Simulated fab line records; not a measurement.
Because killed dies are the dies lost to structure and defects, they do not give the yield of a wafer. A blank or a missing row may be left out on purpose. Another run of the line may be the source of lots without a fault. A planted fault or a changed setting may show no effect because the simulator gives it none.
Lot-split experiment || flow n5 finfet || 7 lots, 21 wafers read, on a route of 1938 steps

## ON THE SPLIT
At N5_BEOL_M6_ILD_DEP_00 (deposits SiCOH lowk from DEMS/porogen, target thk 179.75 nm, time 33.4 s), the setting time s was moved away from the recipe's 33.4 s on 5 of the 21 wafers read, by -10.2% to +12.9%. For the rest of the wafers, this setting stayed at what the recipe calls for.

## FROM SPLIT TO READING: 1 step shown by the file between the two
- N5_BEOL_M6_CURE_74: cures SiCOH lowk, time 240 s

## THE READING
M6_ILD_THK (nm), taken at N5_BEOL_M6_THK_MEAS_01. On this fab line, fault-free wafers typically give 155.1 nm with a standard deviation of 1.9 nm.

{"wafer": "L076.2", "tool, chamber at the split": "pecvd-02, 0", "time s as run, s": 33.4, "against the recipe": "recipe", "M6_ILD_THK, nm": 152.2, "against lot-mates on the recipe": "-"}
{"wafer": "L076.4", "tool, chamber at the split": "pecvd-02, 0", "time s as run, s": 37.71, "against the recipe": "+12.9%", "M6_ILD_THK, nm": 173.9, "against lot-mates on the recipe": "+19.9"}
{"wafer": "L076.6", "tool, chamber at the split": "pecvd-02, 1", "time s as run, s": 33.4, "against the recipe": "recipe", "M6_ILD_THK, nm": 155.8, "against lot-mates on the recipe": "-"}
{"wafer": "L081.2", "tool, chamber at the split": "pecvd-01, 1", "time s as run, s": 33.4, "against the recipe": "recipe", "M6_ILD_THK, nm": 153.8, "against lot-mates on the recipe": "-"}
{"wafer": "L081.3", "tool, chamber at the split": "pecvd-01, 0", "time s as run, s": 33.4, "against the recipe": "recipe", "M6_ILD_THK, nm": 155.2, "against lot-mates on the recipe": "-"}
{"wafer": "L081.5", "tool, chamber at the split": "pecvd-01, 0", "time s as run, s": 33.4, "against the recipe": "recipe", "M6_ILD_THK, nm": 157.5, "against lot-mates on the recipe": "-"}
{"wafer": "L083.2", "tool, chamber at the split": "pecvd-02, 2", "time s as run, s": 33.4, "against the recipe": "recipe", "M6_ILD_THK, nm": 150.9, "against lot-mates on the recipe": "-"}
{"wafer": "L083.5", "tool, chamber at the split": "pecvd-02, 0", "time s as run, s": 33.4, "against the recipe": "recipe", "M6_ILD_THK, nm": 154.7, "against lot-mates on the recipe": "-"}
{"wafer": "L083.6", "tool, chamber at the split": "pecvd-02, 1", "time s as run, s": 33.4, "against the recipe": "recipe", "M6_ILD_THK, nm": 155.3, "against lot-mates on the recipe": "-"}
{"wafer": "L084.1", "tool, chamber at the split": "pecvd-03, 2", "time s as run, s": 33.4, "against the recipe": "recipe", "M6_ILD_THK, nm": 153.0, "against lot-mates on the recipe": "-"}
{"wafer": "L084.2", "tool, chamber at the split": "pecvd-03, 0", "time s as run, s": 29.99, "against the recipe": "-10.2%", "M6_ILD_THK, nm": 138.9, "against lot-mates on the recipe": -14.1}
{"wafer": "L084.5", "tool, chamber at the split": "pecvd-03, 1", "time s as run, s": 29.99, "against the recipe": "-10.2%", "M6_ILD_THK, nm": 141.0, "against lot-mates on the recipe": -12.0}
{"wafer": "L087.1", "tool, chamber at the split": "pecvd-03, 0", "time s as run, s": 33.4, "against the recipe": "recipe", "M6_ILD_THK, nm": 158.3, "against lot-mates on the recipe": "-"}
{"wafer": "L087.4", "tool, chamber at the split": "pecvd-03, 1", "time s as run, s": 30.51, "against the recipe": "-8.7%", "M6_ILD_THK, nm": 144.1, "against lot-mates on the recipe": -14.2}
{"wafer": "L087.6", "tool, chamber at the split": "pecvd-03, 0", "time s as run, s": 30.51, "against the recipe": "-8.7%", "M6_ILD_THK, nm": 145.0, "against lot-mates on the recipe": -13.3}
{"wafer": "L097.2", "tool, chamber at the split": "pecvd-03, 0,2", "time s as run, s": 33.4, "against the recipe": "recipe", "M6_ILD_THK, nm": 156.7, "against lot-mates on the recipe": "-"}
{"wafer": "L097.4", "tool, chamber at the split": "pecvd-03, 0,2", "time s as run, s": 33.4, "against the recipe": "recipe", "M6_ILD_THK, nm": 156.6, "against lot-mates on the recipe": "-"}
{"wafer": "L097.6", "tool, chamber at the split": "pecvd-03, 0", "time s as run, s": 33.4, "against the recipe": "recipe", "M6_ILD_THK, nm": 157.3, "against lot-mates on the recipe": "-"}
{"wafer": "L096.1", "tool, chamber at the split": "pecvd-02, 2", "time s as run, s": 33.4, "against the recipe": "recipe", "M6_ILD_THK, nm": 153.0, "against lot-mates on the recipe": "-"}
{"wafer": "L096.5", "tool, chamber at the split": "pecvd-02, 1", "time s as run, s": 33.4, "against the recipe": "recipe", "M6_ILD_THK, nm": 157.9, "against lot-mates on the recipe": "-"}
{"wafer": "L096.6", "tool, chamber at the split": "pecvd-02, 2", "time s as run, s": 33.4, "against the recipe": "recipe", "M6_ILD_THK, nm": 157.3, "against lot-mates on the recipe": "-"}
Where a row lists several chambers, the file gives one row for several wafers and doesn't say which wafer went through which chamber.

THE FIT
A straight line over all 21 wafers: M6_ILD_THK changes by +1.41 nm for each +1% of time s; r = +0.96; the points scatter about the line by 2.1 nm.
The same after taking each lot's own level away (the mean of its wafers on the recipe; 21 wafers): +1.46 nm for each +1%; r = +0.98; scatter 1.7 nm.
That fit puts the effect of the largest move of time s on the reading at 19 nm.
The span of the lots' own levels, 153.00 to 158.30 nm, comes to 2.8 times the standard deviation stated above.
Hence the lot-to-lot level has little effect on the slope; both slopes agree.
Check: for one of the wafers moved furthest among these (+12.9%), held out of the fit, the line's prediction against its lot-mates is +18.1 nm. Against them it came out at +19.9 nm.

## OTHER SPLITS ON THESE WAFERS
These wafers also went through other splits before the reading. Each is held against what the fit with the lots' levels taken away leaves over:
{"other split on the same wafers": "N5_BEOL_M3_COAT_76 spin rpm", "wafers away from the commonest value": 6, "r with M6_ILD_THK (lot level and that fit taken away)": "+0.20"}
{"other split on the same wafers": "N5_BEOL_M4_COAT_62 spin rpm", "wafers away from the commonest value": 4, "r with M6_ILD_THK (lot level and that fit taken away)": -0.13}
{"other split on the same wafers": "N5_BEOL_M4_COAT_73 spin rpm", "wafers away from the commonest value": 5, "r with M6_ILD_THK (lot level and that fit taken away)": -0.28}
{"other split on the same wafers": "N5_BEOL_M4_TRENCH_ETCH_37 source w", "wafers away from the commonest value": 6, "r with M6_ILD_THK (lot level and that fit taken away)": -0.29}
{"other split on the same wafers": "N5_BEOL_M5_EXPOSE_25 dose mj", "wafers away from the commonest value": 4, "r with M6_ILD_THK (lot level and that fit taken away)": "+0.14"}

## THE WHOLE CHAIN: every reading that the file lists as answering this split, in the file's order
{"step": "N5_BEOL_M6_ILD_DEP_00", "what it does": "deposits SiCOH lowk from DEMS/porogen, target thk 179.75 nm, time 33.4 s", "reading": "SiCOH_lowk_of_BEOL_M6_ILD_DEP_00.thk nm (the simulator's own value, which no gauge read)", "change (the file's fit)": "+1.69 nm for each +1% of the setting", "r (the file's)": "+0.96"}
{"step": "N5_BEOL_M6_CURE_74", "what it does": "cures SiCOH lowk, time 240 s", "reading": "SiCOH_lowk_of_BEOL_M6_ILD_DEP_00.thk nm (the simulator's own value, which no gauge read)", "change (the file's fit)": "+1.47 nm for each +1% of the setting", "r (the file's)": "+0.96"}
{"step": "N5_BEOL_M6_THK_MEAS_01", "what it does": "", "reading": "M6_ILD_THK", "change (the file's fit)": "+1.48 for each +1% of the setting", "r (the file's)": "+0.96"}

## FILE'S OWN FIT
M6_ILD_THK changes by +1.48 nm for each +1% of time s, r = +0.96.
